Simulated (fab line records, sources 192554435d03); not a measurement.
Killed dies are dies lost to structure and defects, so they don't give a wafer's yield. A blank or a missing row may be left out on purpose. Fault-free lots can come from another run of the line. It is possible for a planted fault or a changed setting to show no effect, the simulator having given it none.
Matching of chambers || flow n5Finfet || 4 sister chambers for N5_SD_EPI_N_ETCH_16 on rieDiel-04
The step etches SiO2 in CHF3/O2, target depth 5 nm. 18 wafers are shown with their chamber, then 9 later ones without.

WAFERS WITH THEIR CHAMBER
{"wafer": "L083.1", "chamber": 0, "showerheadPlenumPTorr (Torr)": 2.53, "throttleValvePct (%)": 18.81, "oesProductAu (a.u.)": 0.93}
{"wafer": "L083.5", "chamber": 1, "showerheadPlenumPTorr (Torr)": 2.48, "throttleValvePct (%)": 19.04, "oesProductAu (a.u.)": 0.70}
{"wafer": "L083.6", "chamber": 2, "showerheadPlenumPTorr (Torr)": 2.54, "throttleValvePct (%)": 18.80, "oesProductAu (a.u.)": 0.88}
{"wafer": "L084.3", "chamber": 3, "showerheadPlenumPTorr (Torr)": 2.29, "throttleValvePct (%)": 18.69, "oesProductAu (a.u.)": 0.70}
{"wafer": "L084.4", "chamber": 1, "showerheadPlenumPTorr (Torr)": 2.48, "throttleValvePct (%)": 19.04, "oesProductAu (a.u.)": 0.69}
{"wafer": "L084.6", "chamber": 3, "showerheadPlenumPTorr (Torr)": 2.29, "throttleValvePct (%)": 18.68, "oesProductAu (a.u.)": 0.70}
{"wafer": "L085.1", "chamber": 2, "showerheadPlenumPTorr (Torr)": 2.54, "throttleValvePct (%)": 18.80, "oesProductAu (a.u.)": 0.87}
{"wafer": "L085.3", "chamber": 1, "showerheadPlenumPTorr (Torr)": 2.48, "throttleValvePct (%)": 19.04, "oesProductAu (a.u.)": 0.70}
{"wafer": "L085.5", "chamber": 3, "showerheadPlenumPTorr (Torr)": 2.29, "throttleValvePct (%)": 18.69, "oesProductAu (a.u.)": 0.70}
{"wafer": "L088.1", "chamber": 0, "showerheadPlenumPTorr (Torr)": 2.53, "throttleValvePct (%)": 18.85, "oesProductAu (a.u.)": 0.92}
{"wafer": "L088.4", "chamber": 1, "showerheadPlenumPTorr (Torr)": 2.48, "throttleValvePct (%)": 19.05, "oesProductAu (a.u.)": 0.69}
{"wafer": "L088.5", "chamber": 0, "showerheadPlenumPTorr (Torr)": 2.53, "throttleValvePct (%)": 18.84, "oesProductAu (a.u.)": 0.91}
{"wafer": "L089.1", "chamber": 0, "showerheadPlenumPTorr (Torr)": 2.52, "throttleValvePct (%)": 18.83, "oesProductAu (a.u.)": 0.91}
{"wafer": "L089.4", "chamber": 2, "showerheadPlenumPTorr (Torr)": 2.54, "throttleValvePct (%)": 18.81, "oesProductAu (a.u.)": 0.86}
{"wafer": "L089.6", "chamber": 3, "showerheadPlenumPTorr (Torr)": 2.29, "throttleValvePct (%)": 18.69, "oesProductAu (a.u.)": 0.69}
{"wafer": "L090.3", "chamber": 2, "showerheadPlenumPTorr (Torr)": 2.53, "throttleValvePct (%)": 18.81, "oesProductAu (a.u.)": 0.86}
{"wafer": "L090.4", "chamber": 1, "showerheadPlenumPTorr (Torr)": 2.47, "throttleValvePct (%)": 19.07, "oesProductAu (a.u.)": 0.68}
{"wafer": "L090.6", "chamber": 2, "showerheadPlenumPTorr (Torr)": 2.53, "throttleValvePct (%)": 18.82, "oesProductAu (a.u.)": 0.85}

SIGNATURES, as means of the wafers listed above
{"reading": "showerheadPlenumPTorr", "chamber 0": 2.5275, "chamber 1": 2.4780, "chamber 2": 2.5360, "chamber 3": 2.2900, "scatter within a chamber": 0.00443}
{"reading": "throttleValvePct", "chamber 0": 18.8325, "chamber 1": 19.0480, "chamber 2": 18.8080, "chamber 3": 18.6875, "scatter within a chamber": 0.0117}
{"reading": "oesProductAu", "chamber 0": 0.9175, "chamber 1": 0.6920, "chamber 2": 0.8640, "chamber 3": 0.6975, "scatter within a chamber": 0.00906}
Rule: for each reading, subtract the chamber's mean from the wafer's reading, divide by that reading's scatter and square the result; add these up over the readings and take the root, which gives the wafer's distance from the chamber. The wafer belongs to the nearest chamber; if the next one is less than 2 further off, it can't be placed. The scatter: take each reading less its chamber's mean, square it, sum over the shown wafers, divide by the number of wafers less the number of chambers, and take the root.

WAFERS WITHOUT THEIR CHAMBER
{"wafer": "L091.2", "showerheadPlenumPTorr (Torr)": 2.47, "throttleValvePct (%)": 19.05, "oesProductAu (a.u.)": 0.68}
{"wafer": "L091.3", "showerheadPlenumPTorr (Torr)": 2.29, "throttleValvePct (%)": 18.72, "oesProductAu (a.u.)": 0.70}
{"wafer": "L091.5", "showerheadPlenumPTorr (Torr)": 2.47, "throttleValvePct (%)": 19.06, "oesProductAu (a.u.)": 0.69}
{"wafer": "L092.1", "showerheadPlenumPTorr (Torr)": 2.52, "throttleValvePct (%)": 18.86, "oesProductAu (a.u.)": 0.89}
{"wafer": "L092.2", "showerheadPlenumPTorr (Torr)": 2.29, "throttleValvePct (%)": 18.72, "oesProductAu (a.u.)": 0.70}
{"wafer": "L092.5", "showerheadPlenumPTorr (Torr)": 2.29, "throttleValvePct (%)": 18.72, "oesProductAu (a.u.)": 0.69}
{"wafer": "L095.2", "showerheadPlenumPTorr (Torr)": 2.53, "throttleValvePct (%)": 18.84, "oesProductAu (a.u.)": 0.83}
{"wafer": "L095.5", "showerheadPlenumPTorr (Torr)": 2.53, "throttleValvePct (%)": 18.83, "oesProductAu (a.u.)": 0.84}
{"wafer": "L095.6", "showerheadPlenumPTorr (Torr)": 2.28, "throttleValvePct (%)": 18.72, "oesProductAu (a.u.)": 0.68}

WHICH CHAMBER EACH WENT THROUGH
{"wafer": "L091.2", "from the rows above": 1, "in truth": 1}
{"wafer": "L091.3", "from the rows above": 3, "in truth": 3}
{"wafer": "L091.5", "from the rows above": 1, "in truth": 1}
{"wafer": "L092.1", "from the rows above": 0, "in truth": 0}
{"wafer": "L092.2", "from the rows above": 3, "in truth": 3}
{"wafer": "L092.5", "from the rows above": 3, "in truth": 3}
{"wafer": "L095.2", "from the rows above": 2, "in truth": 2}
{"wafer": "L095.5", "from the rows above": 2, "in truth": 2}
{"wafer": "L095.6", "from the rows above": 3, "in truth": 3}
Placed correctly: 9 of 9. Can't be placed from these rows: 0. 0 placed wrongly.
